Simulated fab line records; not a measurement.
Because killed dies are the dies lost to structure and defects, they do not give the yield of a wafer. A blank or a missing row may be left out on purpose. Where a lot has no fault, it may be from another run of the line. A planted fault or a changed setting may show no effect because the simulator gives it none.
Split-lot trial    flow n5Finfet    route with 1938 steps; 7 lots, 21 wafers read

== ABOUT THE SPLIT ==
At N5_BEOL_M7_TRENCH_ETCH_37 (etches SiCOH lowk in C4F6/O2, target depth 93.478 nm, time 31.2 s), the setting biasW was moved away from the recipe's 185 W on 8 of the 21 wafers read, by -15.8% to +17.4%. This setting was run at the recipe's value on the other wafers.

The reading comes from the split's own step.

== THE READING ==
rfVppV, in V, at N5_BEOL_M7_TRENCH_ETCH_37 (etches SiCOH lowk in C4F6/O2, target depth 93.478 nm, time 31.2 s). Typical for fault-free wafers on this fab line: 666 V, with standard deviation 14 V.

wafer   tool, chamber at the split  biasW as run, W  against the recipe  rfVppV, V  against lot-mates on the recipe
L074.2  rieDiel-04, 2               185              recipe              669        -
L074.4  rieDiel-04, 1               185              recipe              647        -
L074.6  rieDiel-04, 3               185              recipe              649        -
L075.2  rieDiel-03, 3               185              recipe              689        -
L075.4  rieDiel-03, 0               185              recipe              662        -
L075.6  rieDiel-03, 1               185              recipe              677        -
L082.3  rieDiel-05, 2               200.7            +8.5%               689        no lot-mate on the recipe
L082.4  rieDiel-05, 3               200.7            +8.5%               722        no lot-mate on the recipe
L082.6  rieDiel-05, 3               200.7            +8.5%               723        no lot-mate on the recipe
L084.3  rieDiel-04, 3               155.8            -15.8%              567        -79
L084.4  rieDiel-04, 1               185              recipe              646        -
L084.6  rieDiel-04, 0               155.8            -15.8%              591        -55
L086.1  rieDiel-03, 0               185              recipe              662        -
L086.2  rieDiel-03, 1               185              recipe              678        -
L086.6  rieDiel-03, 0               185              recipe              662        -
L095.1  rieDiel-05, 0               161.8            -12.5%              606        -51
L095.4  rieDiel-05, 1               185              recipe              657        -
L095.6  rieDiel-05, 2               161.8            -12.5%              580        -77
L093.1  rieDiel-04, 3               185              recipe              649        -
L093.2  rieDiel-04, 0               185              recipe              677        -
L093.4  rieDiel-04, 1               217.2            +17.4%              733        +70

FIT RESULTS
A straight line over all 21 wafers: rfVppV changes by +5.14 V for each +1% of biasW; r = +0.94; the points scatter about the line by 15 V.
The same after taking each lot's own level away (the mean of its wafers on the recipe; 18 wafers): +4.39 V for each +1%; r = +0.95; scatter 11 V.
Per that fit: largest biasW move, reading shift of 76 V.
Measured against the standard deviation above, the lots' own levels, which go from 646.0 to 676.0 V, span 2.1 times it.
Thus the slope moves with the lot-to-lot level: the two fits are different.
Check: for one of the wafers moved furthest among these (+17.4%), held out of the fit, the line's prediction against its lot-mates is +79.2 V. Against them it came out at +70 V.
Tool readings at the split's step, against how far the setting was moved: rfVppV r = +0.94.

== OTHER SPLITS APPLIED TO THESE WAFERS ==
These wafers also went through other splits before the reading. Each is held against what the fit with the lots' levels taken away leaves over:
other split on the same wafers  wafers away from the commonest value  r with rfVppV (lot level and that fit taken away)
N5_BEOL_M6_EXPOSE_08 doseMj     7                                     +0.13
N5_BEOL_M6_ETCH_62 timeS        8                                     +0.17
N5_BEOL_M7_PECVD_70 tempC       10                                    +0.00
N5_BEOL_M7_COAT_05 spinRpm      8                                     +0.04
N5_BEOL_M7_VIA_ETCH_34 timeS    6                                     -0.04

== FILE'S OWN FIT ==
rfVppV changes by +4.34 V for each +1% of biasW, r = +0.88.
